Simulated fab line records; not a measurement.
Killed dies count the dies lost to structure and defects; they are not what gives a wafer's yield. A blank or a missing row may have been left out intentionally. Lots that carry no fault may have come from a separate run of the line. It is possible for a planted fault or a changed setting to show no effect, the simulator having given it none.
fab line records + flow n5Finfet
[record]
- lots = 10
- wafers = 30
- lastDay = 19
route steps=1938 shown BEOL_M4@1078 PASSIVATION@1936
lots untouched by any fault: they come from a run of this same line in which no faults occurred
startH: hours from the record's opening day to when the first of the lot's shown wafers began + waitH: hours from the lot's prior step to this one + " same as the row above + L1.1+2: a single row standing in for several wafers + - either no value or no given start + * or withheld: withheld + < > ~ a bound
route shown NAME@n: names a module that has steps shown in the file, with the first one's number in the route + usual: mean/standard deviation taken from wafers without a fault + same: alike in all rows + chamber/n: place in a boat + sites: per-site readings + _std_site: the values' standard deviation + _edge_site: the outer-site mean with the inner-site mean subtracted + radiusMm: how far each site lies from the wafer's centre + mask NAME#n: copy n + behind: the last tool/chamber to shape the wafer + hold: why the lot went on hold/how many hours it stayed there/how the hold came to an end + device: the n, p or np transistor that did not switch + end of line: the route-end tests of the same wafers + a step with no rows: only its recipe + killed: dies that structure and defects cost at the first sort, which is not the same as the wafer's yield + map: a wafer's dies, x killed, . not, _ none there
set.NAME: setting as actually run; set.NAME@STEP: the setting as run at that earlier step + model.NAME: the simulator's own value behind a step, which no gauge read
a sample of lots followed through the steps of the route, with each step as a table and each wafer as a row
services: from which hour (startH, from the record's first day; less than 0 if before it) a tool's chamber was out of use, for how many hours, and why
[[steps]]
[step N5_BEOL_M4_CD_MEAS_35]
[recipe]
- targetCdNm = 18
- targetCdYNm = 22.4
- polarity = opening
[usual]
- cdNm = 18.1/0.32
| lot.wafer | tool     | chamber | startH | waitH | cdNm |
|-----------|----------|---------|--------|-------|------|
| L119.3    | cdSem-02 | -       | 191.54 | 0.0   | 17.8 |
| L119.5    | "        | -       | "      | "     | 18.0 |
| L119.6    | "        | -       | "      | "     | 17.7 |
| L121.2    | cdSem-02 | -       | 207.27 | 0.0   | 17.9 |
| L121.4    | "        | -       | "      | "     | 18.0 |
| L121.6    | "        | -       | "      | "     | 18.2 |
| L125.2    | cdSem-01 | -       | 241.54 | 0.0   | 18.1 |
| L125.3    | "        | -       | "      | "     | 18.0 |
| L125.5    | "        | -       | "      | "     | 17.8 |
| L128.2    | cdSem-03 | -       | 256.65 | 0.0   | 18.0 |
| L128.3    | "        | -       | "      | "     | 18.6 |
| L128.4    | "        | -       | "      | "     | 18.5 |
| L130.2    | cdSem-01 | -       | 277.03 | 0.0   | 18.3 |
| L130.5    | "        | -       | "      | "     | 17.9 |
| L130.6    | "        | -       | "      | "     | 18.2 |
| L129.1    | cdSem-03 | -       | 277.53 | 0.0   | 18.1 |
| L129.2    | "        | -       | "      | "     | 18.3 |
| L129.6    | "        | -       | "      | "     | 18.2 |
| L133.3    | cdSem-03 | -       | 280.79 | 0.0   | 18.1 |
| L133.4    | "        | -       | "      | "     | 18.3 |
| L133.6    | "        | -       | "      | "     | 17.9 |
| L131.2    | cdSem-03 | -       | 286.87 | 0.0   | 18.2 |
| L131.4    | "        | -       | "      | "     | 18.1 |
| L131.5    | "        | -       | "      | "     | 17.9 |
| L135.1    | cdSem-02 | -       | 313.86 | 0.0   | 17.7 |
| L135.2    | "        | -       | "      | "     | 18.2 |
| L135.4    | "        | -       | "      | "     | 17.6 |
| L139.1    | cdSem-01 | -       | 336.62 | 0.0   | 17.8 |
| L139.5    | "        | -       | "      | "     | 17.7 |
| L139.6    | "        | -       | "      | "     | 17.9 |
[step N5_BEOL_M4_CVD_47]
[recipe]
- material = Co
- targetThkA = 30
- tempC = withheld
- precursor = CCTBA/H2
- pressureTorr = 30
- timeS = 223.8
[usual]
- chamberPressureTorr = 30.00/0.067
- runLengthS = 246.8/0.48
| lot.wafer | tool     | chamber | startH | waitH | chamberPressureTorr | runLengthS |
|-----------|----------|---------|--------|-------|---------------------|------------|
| L119.3    | cvdCo-01 | 1       | 192.06 | 0.0   | 29.99               | 246.6      |
| L119.5    | "        | 1       | "      | "     | 30.05               | 246.7      |
| L119.6    | "        | 2       | "      | "     | 29.97               | 247.3      |
| L121.2    | cvdCo-02 | 1       | 208.08 | 0.0   | 30.11               | 246.7      |
| L121.4    | "        | 0       | "      | "     | 29.94               | 247.1      |
| L121.6    | "        | 2       | "      | "     | 30.01               | 247.0      |
| L125.2    | cvdCo-02 | 2       | 242.40 | 0.2   | 30.01               | 247.4      |
| L125.3    | "        | 0       | "      | "     | 29.92               | 246.8      |
| L125.5    | "        | 0       | "      | "     | 30.04               | 247.1      |
| L128.2    | cvdCo-02 | 0       | 260.03 | 0.1   | 29.99               | 246.8      |
| L128.3    | "        | 2       | "      | "     | 30.01               | 247.0      |
| L128.4    | "        | 0       | "      | "     | 29.99               | 246.8      |
| L130.2    | cvdCo-01 | 1       | 277.55 | 0.1   | -                   | -          |
| L130.5    | "        | 2       | "      | "     | -                   | -          |
| L130.6    | "        | 0       | "      | "     | -                   | -          |
| L129.1    | cvdCo-01 | 1       | 280.45 | 0.1   | -                   | -          |
| L129.2    | "        | 2       | "      | "     | -                   | -          |
| L129.6    | "        | 1       | "      | "     | -                   | -          |
| L133.3    | cvdCo-02 | 0       | 281.84 | 0.3   | -                   | -          |
| L133.4    | "        | 2       | "      | "     | -                   | -          |
| L133.6    | "        | 0       | "      | "     | -                   | -          |
| L131.2    | cvdCo-02 | 1       | 288.91 | 0.0   | 29.95               | 247.0      |
| L131.4    | "        | 2       | "      | "     | 30.08               | 247.3      |
| L131.5    | "        | 1       | "      | "     | 29.94               | 246.5      |
| L135.1    | cvdCo-01 | 0       | 314.52 | 0.1   | 29.83               | 246.4      |
| L135.2    | "        | 1       | "      | "     | 29.99               | 246.4      |
| L135.4    | "        | 2       | "      | "     | 30.06               | 246.7      |
| L139.1    | cvdCo-02 | 1       | 337.63 | 0.1   | 29.98               | 246.4      |
| L139.5    | "        | 2       | "      | "     | 30.09               | 247.3      |
| L139.6    | "        | 0       | "      | "     | 29.97               | 247.0      |
[step N5_BEOL_M4_SPUTTER_48]
[recipe]
- material = Cu
- targetThkA = 45
- tempC = -20
- chamberPressurePa = 0.07
- powerW = withheld
- timeS = 8.29
[usual]
- chamberPressurePa = 0.06999/0.00015
- throttleValvePct = 30.8/1
| lot.wafer | tool          | chamber | startH | waitH | chamberPressurePa | throttleValvePct |
|-----------|---------------|---------|--------|-------|-------------------|------------------|
| L119.3    | pvdSputter-01 | -       | 192.22 | 0.1   | 0.0701            | 30.8             |
| L119.5    | "             | -       | "      | "     | 0.07013           | 31.0             |
| L119.6    | "             | -       | "      | "     | 0.06989           | 30.6             |
| L121.2    | pvdSputter-03 | -       | 208.25 | 0.1   | 0.06993           | 30.6             |
| L121.4    | "             | -       | "      | "     | 0.07009           | 28.6             |
| L121.6    | "             | -       | "      | "     | 0.06998           | 28.8             |
| L125.2    | pvdSputter-03 | -       | 242.56 | 0.1   | 0.07003           | 31.2             |
| L125.3    | "             | -       | "      | "     | 0.06996           | 30.4             |
| L125.5    | "             | -       | "      | "     | 0.06985           | 30.3             |
| L128.2    | pvdSputter-02 | -       | 260.21 | 0.1   | 0.07004           | 30.1             |
| L128.3    | "             | -       | "      | "     | 0.07018           | 31.6             |
| L128.4    | "             | -       | "      | "     | 0.07005           | 32.6             |
| L130.2    | pvdSputter-01 | -       | 277.75 | 0.1   | 0.06993           | 29.6             |
| L130.5    | "             | -       | "      | "     | 0.07004           | 31.9             |
| L130.6    | "             | -       | "      | "     | 0.06995           | 29.6             |
| L129.1    | pvdSputter-01 | -       | 280.63 | 0.1   | 0.07003           | 30.8             |
| L129.2    | "             | -       | "      | "     | 0.06996           | 29.8             |
| L129.6    | "             | -       | "      | "     | 0.06994           | 30.4             |
| L133.3    | pvdSputter-02 | -       | 283.47 | 1.6   | 0.06979           | 30.2             |
| L133.4    | "             | -       | "      | "     | 0.06983           | 30.3             |
| L133.6    | "             | -       | "      | "     | 0.07011           | 32.4             |
| L131.2    | pvdSputter-02 | -       | 289.07 | 0.1   | 0.06985           | 30.3             |
| L131.4    | "             | -       | "      | "     | 0.06976           | 29.8             |
| L131.5    | "             | -       | "      | "     | 0.07012           | 30.2             |
| L135.1    | pvdSputter-02 | -       | 314.73 | 0.1   | 0.07002           | 30.4             |
| L135.2    | "             | -       | "      | "     | 0.07025           | 31.4             |
| L135.4    | "             | -       | "      | "     | 0.07023           | 32.5             |
| L139.1    | pvdSputter-02 | -       | 337.95 | 0.3   | 0.07008           | 30.1             |
| L139.5    | "             | -       | "      | "     | 0.06992           | 31.2             |
| L139.6    | "             | -       | "      | "     | 0.06986           | 30.0             |
[step N5_BEOL_M4_ANNEAL_49]
[recipe]
- tempC = 400
- timeS = 240
- ambient = vacuum
[usual]
- heaterPowerW = 853/110
| lot.wafer | tool          | chamber | startH | waitH | heaterPowerW |
|-----------|---------------|---------|--------|-------|--------------|
| L119.3    | pvdSputter-01 | -       | 192.30 | 0.0   | 865          |
| L119.5    | "             | -       | "      | "     | 844          |
| L119.6    | "             | -       | "      | "     | 907          |
| L121.2    | pvdSputter-03 | -       | 208.33 | 0.0   | 744          |
| L121.4    | "             | -       | "      | "     | 758          |
| L121.6    | "             | -       | "      | "     | 725          |
| L125.2    | pvdSputter-03 | -       | 242.64 | 0.0   | 947          |
| L125.3    | "             | -       | "      | "     | 836          |
| L125.5    | "             | -       | "      | "     | 853          |
| L128.2    | pvdSputter-02 | -       | 260.29 | 0.0   | 922          |
| L128.3    | "             | -       | "      | "     | 826          |
| L128.4    | "             | -       | "      | "     | 811          |
| L130.2    | pvdSputter-01 | -       | 277.83 | 0.0   | 569          |
| L130.5    | "             | -       | "      | "     | 850          |
| L130.6    | "             | -       | "      | "     | 547          |
| L129.1    | pvdSputter-01 | -       | 280.71 | 0.0   | 908          |
| L129.2    | "             | -       | "      | "     | 558          |
| L129.6    | "             | -       | "      | "     | 885          |
| L133.3    | pvdSputter-02 | -       | 283.55 | 0.0   | 914          |
| L133.4    | "             | -       | "      | "     | 1014         |
| L133.6    | "             | -       | "      | "     | 805          |
| L131.2    | pvdSputter-02 | -       | 289.15 | 0.0   | 952          |
| L131.4    | "             | -       | "      | "     | 1033         |
| L131.5    | "             | -       | "      | "     | 906          |
| L135.1    | pvdSputter-02 | -       | 314.81 | 0.0   | 919          |
| L135.2    | "             | -       | "      | "     | 844          |
| L135.4    | "             | -       | "      | "     | 821          |
| L139.1    | pvdSputter-02 | -       | 338.03 | 0.0   | 891          |
| L139.5    | "             | -       | "      | "     | 846          |
| L139.6    | "             | -       | "      | "     | 1035         |
[step N5_BEOL_M4_CMP_52]
[recipe]
- stopOn = SiOC
- tOverpolishS = 6.8
- downForcePsi = 1
- platenRpm = 50
- clearingPlatenDownForcePsi = 1.5
- clearingPlatenRpm = 50
- postCmpClean = cuAlkaline
- targetThkNm = 40
- clearingPlatenPadVelocityMS = 0.99484
- padVelocityMS = 0.99484
[usual]
- barrierFieldEndpointS = 24.6/0.68
- clearingPlatenDownForcePsi = 1.500/0.0032
- motorCurrentA = 5.9/0.9
- platenRpm = 50.00/0.036
- retainingRingPressureFrac = 1.000/0.0052
- slurryFilterDpKPa = 13.50/0.14
| lot.wafer | tool   | chamber | startH | waitH | barrierFieldEndpointS | clearingPlatenDownForcePsi | motorCurrentA | platenRpm | retainingRingPressureFrac | slurryFilterDpKPa |
|-----------|--------|---------|--------|-------|-----------------------|----------------------------|---------------|-----------|---------------------------|-------------------|
| L119.3    | cmp-01 | 1       | 195.66 | 0.3   | 24.1                  | 1.499                      | 6.2           | 49.98     | 0.999                     | 13.24             |
| L119.5    | "      | 2       | "      | "     | 24.6                  | 1.504                      | 5.3           | 49.99     | 1.000                     | 13.63             |
| L119.6    | "      | 3       | "      | "     | 25.0                  | 1.496                      | 5.4           | 50.01     | 1.002                     | 13.68             |
| L121.4    | cmp-03 | 2       | 210.61 | 0.2   | 24.3                  | 1.501                      | 6.0           | 50.01     | 0.995                     | 13.41             |
| L121.2    | "      | 3       | "      | "     | 25.1                  | 1.503                      | 5.0           | 50.06     | 0.999                     | 13.40             |
| L121.6    | "      | 2       | "      | "     | 23.7                  | 1.499                      | 6.2           | 50.02     | 0.998                     | 13.13             |
| L125.2    | cmp-03 | 2       | 247.74 | 0.2   | 24.2                  | 1.499                      | 6.7           | 49.98     | 0.990                     | 13.42             |
| L125.3    | "      | 0       | "      | "     | 24.1                  | 1.496                      | 7.8           | 49.99     | 1.005                     | 13.72             |
| L125.5    | "      | 3       | "      | "     | 24.7                  | 1.497                      | 5.1           | 50.01     | 1.004                     | 13.59             |
| L128.2    | cmp-01 | 2       | 262.47 | 0.2   | 24.4                  | 1.500                      | 5.2           | 49.90     | 1.002                     | 13.24             |
| L128.3    | "      | 3       | "      | "     | 25.8                  | 1.499                      | 5.6           | 49.98     | 0.998                     | 13.69             |
| L128.4    | "      | 1       | "      | "     | 25.7                  | 1.503                      | 5.3           | 49.98     | 0.998                     | 13.51             |
| L130.2    | cmp-04 | 2       | 280.08 | 0.3   | 21.1                  | 1.498                      | 5.7           | 49.97     | 0.998                     | 13.20             |
| L130.5    | "      | 0       | "      | "     | 22.2                  | 1.497                      | 5.6           | 50.03     | 0.999                     | 13.53             |
| L130.6    | "      | 1       | "      | "     | 21.7                  | 1.499                      | 6.4           | 49.93     | 1.004                     | 13.37             |
| L129.2    | cmp-03 | 2       | 282.88 | 0.2   | 20.4                  | 1.500                      | 6.1           | 49.97     | 0.998                     | 13.54             |
| L129.1    | "      | 1       | "      | "     | 21.0                  | 1.499                      | 5.8           | 50.07     | 1.011                     | 13.70             |
| L129.6    | "      | 2       | "      | "     | 20.9                  | 1.500                      | 6.2           | 50.01     | 0.992                     | 13.39             |
| L133.3    | cmp-01 | 2       | 285.83 | 0.3   | 20.1                  | 1.499                      | 5.3           | 49.95     | 0.999                     | 13.47             |
| L133.4    | "      | 0       | "      | "     | 21.4                  | 1.505                      | 5.6           | 50.00     | 1.002                     | 13.38             |
| L133.6    | "      | 2       | "      | "     | 20.1                  | 1.502                      | 5.5           | 49.97     | 1.008                     | 13.43             |
| L131.2    | cmp-03 | 2       | 291.36 | 0.2   | 24.7                  | 1.507                      | 6.2           | 49.98     | 0.998                     | 13.76             |
| L131.4    | "      | 3       | "      | "     | 26.0                  | 1.505                      | 4.6           | 50.00     | 1.009                     | 13.64             |
| L131.5    | "      | 1       | "      | "     | 25.1                  | 1.502                      | 6.1           | 49.96     | 1.016                     | 13.71             |
| L135.1    | cmp-01 | 2       | 317.12 | 0.3   | 24.6                  | 1.501                      | 5.4           | 50.01     | 0.994                     | 13.68             |
| L135.4    | "      | 3       | "      | "     | 25.5                  | 1.503                      | 5.4           | 50.03     | 1.004                     | 13.55             |
| L135.2    | "      | 0       | "      | "     | 24.3                  | 1.503                      | 5.3           | 50.00     | 1.002                     | 13.47             |
| L139.1    | cmp-03 | 3       | 340.21 | 0.3   | 24.9                  | 1.499                      | 4.8           | 49.99     | 1.008                     | 13.56             |
| L139.5    | "      | 3       | "      | "     | 25.3                  | 1.502                      | 4.6           | 49.93     | 1.006                     | 13.30             |
| L139.6    | "      | 0       | "      | "     | 24.5                  | 1.495                      | 8.1           | 49.99     | 1.001                     | 13.58             |
[step N5_BEOL_M4_RC_MEAS_101]
[usual]
- DIBL_N = 35.1/1.6
- DIBL_P = 34.9/1.8
- IOFF_N = 0.143/0.026
- IOFF_P = 0.21/0.037
- ION_N = 671/11
- ION_P = 463/7.8
- SS_N = 71.2/0.58
- SS_P = 73.0/0.54
- VT_N = 251/3
- VT_P = -250/4.1
| lot.wafer | tool      | chamber | startH | waitH | DIBL_N[mV/V] | DIBL_P[mV/V] | IOFF_N[nA/um] | IOFF_P[nA/um] | ION_N[uA/um] | ION_P[uA/um] | SS_N[mV/dec] | SS_P[mV/dec] | VT_N[mV] | VT_P[mV] |
|-----------|-----------|---------|--------|-------|--------------|--------------|---------------|---------------|--------------|--------------|--------------|--------------|----------|----------|
| L119.3    | prober-01 | 0       | 196.47 | 0.3   | 33.5         | 33.1         | 0.131         | 0.17          | 676          | 461          | 71.2         | 72.3         | 249      | -254     |
| L119.5    | "         | 0       | "      | "     | 33.3         | 32.9         | 0.129         | 0.17          | 670          | 453          | 71.2         | 73.0         | 251      | -255     |
| L119.6    | "         | 0       | "      | "     | 34.0         | 33.4         | 0.138         | 0.16          | 675          | 460          | 70.9         | 73.1         | 253      | -254     |
| L121.2    | prober-02 | 0       | 211.34 | 0.2   | 33.6         | 34.0         | 0.139         | 0.22          | 672          | 467          | 71.6         | 73.1         | 250      | -246     |
| L121.4    | "         | 0       | "      | "     | 31.6         | 31.3         | 0.109         | 0.18          | 659          | 467          | 70.8         | 71.9         | 252      | -249     |
| L121.6    | "         | 0       | "      | "     | 31.3         | 31.5         | 0.106         | 0.18          | 655          | 457          | 70.6         | 71.9         | 253      | -247     |
| L125.2    | prober-02 | 0       | 248.51 | 0.2   | 35.2         | 34.4         | 0.143         | 0.19          | 676          | 462          | 71.2         | 73.3         | 252      | -253     |
| L125.3    | "         | 0       | "      | "     | 36.0         | 35.8         | 0.156         | 0.21          | 678          | 466          | 72.0         | 74.1         | 249      | -250     |
| L125.5    | "         | 0       | "      | "     | 34.7         | 34.0         | 0.136         | 0.19          | 671          | 462          | 71.2         | 73.2         | 251      | -253     |
| L128.2    | prober-02 | 0       | 263.23 | 0.2   | 36.7         | 36.5         | 0.161         | 0.26          | 684          | 474          | 71.2         | 73.9         | 250      | -244     |
| L128.3    | "         | 0       | "      | "     | 38.4         | 37.9         | 0.194         | 0.30          | 687          | 478          | 72.3         | 73.7         | 246      | -242     |
| L128.4    | "         | 0       | "      | "     | 38.0         | 37.9         | 0.191         | 0.30          | 692          | 478          | 71.5         | 73.6         | 248      | -239     |
| L131.2    | prober-01 | 0       | 292.09 | 0.2   | 34.3         | 32.9         | 0.113         | 0.21          | 654          | 457          | 70.6         | 72.9         | 259      | -250     |
| L131.4    | "         | 0       | "      | "     | 37.8         | 37.6         | 0.182         | 0.30          | 681          | 475          | 71.5         | 73.5         | 249      | -243     |
| L131.5    | "         | 0       | "      | "     | 39.0         | 37.7         | 0.201         | 0.29          | 676          | 466          | 72.7         | 74.2         | 249      | -243     |
| L135.1    | prober-01 | 0       | 317.73 | 0.0   | 33.6         | 33.2         | 0.113         | 0.18          | 655          | 462          | 70.6         | 72.5         | 253      | -249     |
| L135.2    | "         | 0       | "      | "     | 36.4         | 36.0         | 0.156         | 0.22          | 676          | 475          | 71.6         | 73.7         | 252      | -248     |
| L135.4    | "         | 0       | "      | "     | 33.3         | 32.2         | 0.106         | 0.16          | 656          | 455          | 70.8         | 71.9         | 255      | -252     |
| L139.1    | prober-01 | 0       | 340.87 | 0.0   | 35.0         | 35.3         | 0.138         | 0.21          | 667          | 463          | 71.1         | 73.1         | 249      | -248     |
| L139.5    | "         | 0       | "      | "     | 34.8         | 36.6         | 0.135         | 0.23          | 661          | 462          | 71.2         | 73.1         | 249      | -247     |
| L139.6    | "         | 0       | "      | "     | 35.2         | 35.1         | 0.132         | 0.21          | 677          | 474          | 71.0         | 73.1         | 249      | -248     |
[step N5_PASSIVATION_PROBE_49]
[usual]
- defectLimitedYield = 91.1/1.4
- killed_at_M0_to_M3 = 36/11
- killed_at_M4_up = 14/5.2
- killedAtContacts = 12/6.1
- killedAtFrontEnd = 40/12
- killedAtOther = 3.2/2.5
- killedDies = 105/16
- killedOnRim = 14/4.4
- killedOpen = 68/12
- killedShort = 35/8.7
- sort_bin_5_function = 5.2/0.89
- sort_bin_6_memory = 3.3/0.66
- sortNPass = 1074/16
- sortYieldPct = 91.1/1.4
[same]
- grossDies = 1180
- killedAtBackSide = 0
- sort_bin_4_leakage[%] = 0
- sort_bin_8_speed[%] = 0
| lot.wafer | tool      | chamber | startH | waitH | defectLimitedYield[%] | killed_at_M0_to_M3 | killed_at_M4_up | killedAtContacts | killedAtFrontEnd | killedAtOther | killedDies | killedOnRim | killedOpen | killedShort | sort_bin_5_function[%] | sort_bin_6_memory[%] | sortNPass | sortYieldPct[%] |
|-----------|-----------|---------|--------|-------|-----------------------|--------------------|-----------------|------------------|------------------|---------------|------------|-------------|------------|-------------|------------------------|----------------------|-----------|-----------------|
| L128.3    | prober-02 | -       | 370.16 | 0.1   | 93.1                  | 26                 | 10              | 12               | 34               | 0             | 82         | 9           | 52         | 30          | 4.4                    | 2.5                  | 1098      | 93.1            |
| L130.2    | prober-01 | -       | 384.45 | 0.1   | 0                     | 17                 | 1115            | 11               | 37               | 0             | 1180       | 152         | 55         | 19          | 90.3                   | 9.5                  | 0         | 0               |
| L130.5    | prober-01 | -       | 384.60 | 0.2   | 0                     | 26                 | 1095            | 5                | 52               | 2             | 1180       | 152         | 60         | 38          | 90.3                   | 9.5                  | 0         | 0               |
| L130.6    | prober-01 | -       | 384.65 | 0.3   | 0                     | 23                 | 1085            | 21               | 51               | 0             | 1180       | 152         | 69         | 41          | 88.9                   | 10.8                 | 0         | 0               |
| L133.3    | prober-01 | -       | 387.76 | 0.1   | 0                     | 41                 | 1095            | 14               | 28               | 2             | 1180       | 152         | 64         | 34          | 89.1                   | 10.6                 | 0         | 0               |
| L133.4    | prober-01 | -       | 387.81 | 0.2   | 0                     | 40                 | 1087            | 20               | 31               | 2             | 1180       | 152         | 79         | 24          | 88.1                   | 11.7                 | 0         | 0               |
| L133.6    | prober-01 | -       | 387.91 | 0.3   | 0                     | 25                 | 1101            | 12               | 38               | 4             | 1180       | 152         | 56         | 31          | 90.0                   | 9.4                  | 0         | 0               |
| L129.1    | prober-01 | -       | 388.14 | 0.0   | 0                     | 39                 | 1086            | 5                | 43               | 7             | 1180       | 152         | 57         | 45          | 88.2                   | 11.0                 | 0         | 0               |
| L129.2    | prober-01 | -       | 388.19 | 0.1   | 0                     | 52                 | 1065            | 10               | 50               | 3             | 1180       | 152         | 84         | 43          | 89.6                   | 10.0                 | 0         | 0               |
| L129.6    | prober-01 | -       | 388.39 | 0.3   | 0                     | 57                 | 1074            | 7                | 38               | 4             | 1180       | 152         | 79         | 37          | 88.9                   | 10.6                 | 0         | 0               |
// killed by level:class
L128.3 MOL_CONTACT_COAG:geometricParticle:open=11 GATE_CUT:geometricParticle:short=9 STI_FIN_REVEAL:geometricParticle:open=7 BEOL_M2:geometricParticle:open=6 BEOL_M0_SAQP:geometricParticle:short=6 BEOL_M4:geometricParticle:open=6 BEOL_M0_SAQP:geometricParticle:open=5 BEOL_M3:geometricParticle:open=4
L130.2 BEOL_M4:areaCvd=863 BEOL_M4:interfaceVoidOpened=243 FIN_SAQP:geometricParticle:open=19 FIN_SAQP:geometricParticle:short=9 MOL_CONTACT_COAG:geometricParticle:open=8 STARTING-WAFER:geometricParticle:open=5 BEOL_M1:geometricParticle:open=5 BEOL_M0_SAQP:geometricParticle:open=4
L130.5 BEOL_M4:areaCvd=844 BEOL_M4:interfaceVoidOpened=238 FIN_SAQP:geometricParticle:short=14 FIN_SAQP:geometricParticle:open=9 BEOL_M4:geometricParticle:open=8 STI_FIN_REVEAL:geometricParticle:open=7 BEOL_M0_SAQP:geometricParticle:open=7 BEOL_M2:geometricParticle:open=5
L130.6 BEOL_M4:areaCvd=792 BEOL_M4:interfaceVoidOpened=278 FIN_SAQP:geometricParticle:short=16 FIN_SAQP:geometricParticle:open=15 MOL_CONTACT_COAG:geometricParticle:open=15 STI_FIN_REVEAL:geometricParticle:open=7 MOL_CONTACT_COAG:geometricParticle:short=6 BEOL_M3:geometricParticle:open=5
L133.3 BEOL_M4:areaCvd=812 BEOL_M4:interfaceVoidOpened=269 BEOL_M2:geometricParticle:open=11 MOL_CONTACT_COAG:geometricParticle:open=10 BEOL_M1:geometricParticle:open=10 STI_FIN_REVEAL:geometricParticle:open=7 BEOL_M0_SAQP:geometricParticle:short=6 BEOL_M4:geometricParticle:open=6
L133.4 BEOL_M4:areaCvd=810 BEOL_M4:interfaceVoidOpened=267 MOL_CONTACT_COAG:geometricParticle:open=17 BEOL_M2:geometricParticle:open=17 STI_FIN_REVEAL:geometricParticle:open=10 BEOL_M1:geometricParticle:open=8 DUMMY_GATE:geometricParticle:open=6 BEOL_M0_SAQP:geometricParticle:open=5
L133.6 BEOL_M4:areaCvd=841 BEOL_M4:interfaceVoidOpened=250 STI_FIN_REVEAL:geometricParticle:open=12 MOL_CONTACT_COAG:geometricParticle:open=11 FIN_SAQP:geometricParticle:short=6 GATE_CUT:geometricParticle:short=6 BEOL_M0_SAQP:geometricParticle:open=5 BEOL_M3:geometricParticle:open=5
L129.1 BEOL_M4:areaCvd=816 BEOL_M4:interfaceVoidOpened=261 FIN_SAQP:geometricParticle:short=10 BEOL_M2:geometricParticle:open=9 STI_FIN_REVEAL:geometricParticle:open=8 FIN_SAQP:geometricParticle:open=7 BEOL_M2:geometricParticle:short=6 BEOL_M3:geometricParticle:short=6
L129.2 BEOL_M4:areaCvd=828 BEOL_M4:interfaceVoidOpened=225 FIN_SAQP:geometricParticle:short=11 BEOL_M3:geometricParticle:open=11 DUMMY_GATE:geometricParticle:open=10 BEOL_M2:geometricParticle:open=10 STI_FIN_REVEAL:geometricParticle:open=8 MOL_CONTACT_COAG:geometricParticle:open=8
L129.6 BEOL_M4:areaCvd=821 BEOL_M4:interfaceVoidOpened=242 BEOL_M3:geometricParticle:open=13 BEOL_M2:geometricParticle:open=12 FIN_SAQP:geometricParticle:short=10 BEOL_M1:geometricParticle:open=9 DUMMY_GATE:geometricParticle:open=8 BEOL_M4:geometricParticle:open=7
[[services]]
| tool          | chamber | startH | hours | kind                          |
|---------------|---------|--------|-------|-------------------------------|
| pvdSputter-03 | -       | 168.35 | 2.5   | repair                        |
| cmp-03        | -       | 173.24 | 4.4   | repair                        |
| cmp-03        | -       | 203.97 | 4.0   | pm                            |
| cmp-04        | -       | 204.99 | 14.7  | pm                            |
| cmp-03        | -       | 207.97 | -     | consumableReplace:conditioner |
| cmp-03        | -       | 207.97 | -     | consumableReplace:pad         |
| cmp-04        | -       | 231.45 | 1.2   | repair                        |
| cmp-01        | -       | 237.79 | 4.5   | repair                        |
| cmp-03        | -       | 248.53 | 0.6   | repair                        |
| cvdCo-02      | -       | 254.53 | 0.8   | repair                        |
| pvdSputter-03 | -       | 256.81 | 10.5  | repair                        |
| cmp-01        | -       | 271.38 | 4.5   | repair                        |
| cvdCo-02      | 1       | 301.81 | 3.3   | repair                        |
| cmp-01        | -       | 311.58 | 2.0   | repair                        |
| cmp-04        | -       | 313.29 | 1.4   | repair                        |
| cvdCo-02      | -       | 316.03 | 2.8   | pm                            |
| cmp-01        | -       | 317.92 | 4.0   | pm                            |
| cmp-01        | -       | 321.92 | -     | consumableReplace:conditioner |
| cmp-01        | -       | 321.92 | -     | consumableReplace:pad         |
| cmp-01        | -       | 325.08 | 1.0   | repair                        |
| cvdCo-01      | 1       | 327.14 | 3.5   | repair                        |
| cvdCo-01      | 1       | 333.35 | -     | clean                         |
| cvdCo-01      | 1       | 333.35 | 22.0  | scheduledDown                 |
| cvdCo-01      | 1       | 333.35 | 22.0  | ventCycle                     |
[[key]]
[firstSign]
- step = N5_BEOL_M4_CVD_47
- reading = toolRecord
- direction = missing
[effect]
- step = N5_BEOL_M4_CMP_52
- reading = barrierFieldEndpointS
- direction = down
- sigmas = 5.4
- usual = 24.6
- struck = 21.0
[effect]
- step = N5_PASSIVATION_PROBE_49
- reading = killed_at_M4_up
- direction = up
- sigmas = 99+
- usual = 14
- struck = 1089
[moreKillsBornAt]
- N5_BEOL_M4_CVD_47@cvdCo-01 = 4963
- N5_BEOL_M4_CVD_47@cvdCo-02 = 2463
metAt N5_BEOL_M4_CVD_47
struckLots L129,L130,L133
laterRowsLeftOut L129.1,L129.2,L129.6,L130.2,L130.5,L130.6,L133.3,L133.4,L133.6
notActingAt N5_BEOL_M4_CD_MEAS_35,N5_BEOL_M4_SPUTTER_48,N5_BEOL_M4_ANNEAL_49
onsetBetween 260.03 277.55
[fault]
- kind = skippedStepWhole
- tool = cvdCo-01,cvdCo-02
- chamber = -
- onsetH = 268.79
- steps = N5_BEOL_M4_CVD_47
- scope = struckLotsOnly
// laterRowsLeftOut: the simulator's readings of these wafers behind a module that went badly wrong aren't trusted and aren't shown, but for the sort
